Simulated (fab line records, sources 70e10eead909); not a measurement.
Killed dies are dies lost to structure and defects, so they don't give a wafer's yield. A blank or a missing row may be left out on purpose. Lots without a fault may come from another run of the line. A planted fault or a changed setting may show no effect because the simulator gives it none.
Chamber matching | flow nand_harc | NHARC_A_STAIRCASE_ETCH_271 on rie_diel-09: 4 sister chambers
The step etches the open film in CF4/CHF3. 4 wafers are shown with their chamber, then 7 later ones without.

WAFERS WITH THEIR CHAMBER
wafer  | chamber | rf_vpp_V (V)
L352.2 | 2       | 369.0
L352.4 | 3       | 372.3
L356.1 | 1       | 374.3
L356.4 | 0       | 371.0

WAFERS WITHOUT THEIR CHAMBER
wafer  | rf_vpp_V (V)
L356.6 | 369.6
L357.1 | 369.4
L357.2 | 370.0
L357.5 | 370.5
L364.1 | 371.5
L364.4 | 370.7
L364.6 | 370.3

WHICH CHAMBER EACH WENT THROUGH
wafer  | from the rows above     | in truth
L356.6 | can't be placed: 2 or 0 | 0
L357.1 | can't be placed: 2 or 0 | 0
L357.2 | can't be placed: 0 or 2 | 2
L357.5 | can't be placed: 0 or 2 | 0
L364.1 | can't be placed: 0 or 3 | 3
L364.4 | 0                       | 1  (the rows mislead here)
L364.6 | can't be placed: 0 or 2 | 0
Placed correctly: 0 of 7. Can't be placed from these rows: 6 (the true chamber is among the candidates in 6). Placed wrongly: 1.
How it was worked out, from the rows above alone: a wafer's distance from a chamber is the root of the sum, over the readings, of the square of ((its reading less the chamber's mean) divided by the reading's scatter). The wafer belongs to the nearest chamber; if the next one is less than 2 further off, it can't be placed. A chamber's mean is the mean of its shown wafers. The scatter: with one shown wafer a chamber, the root of the mean of the squares of how far each hidden wafer lies from its nearest shown one.
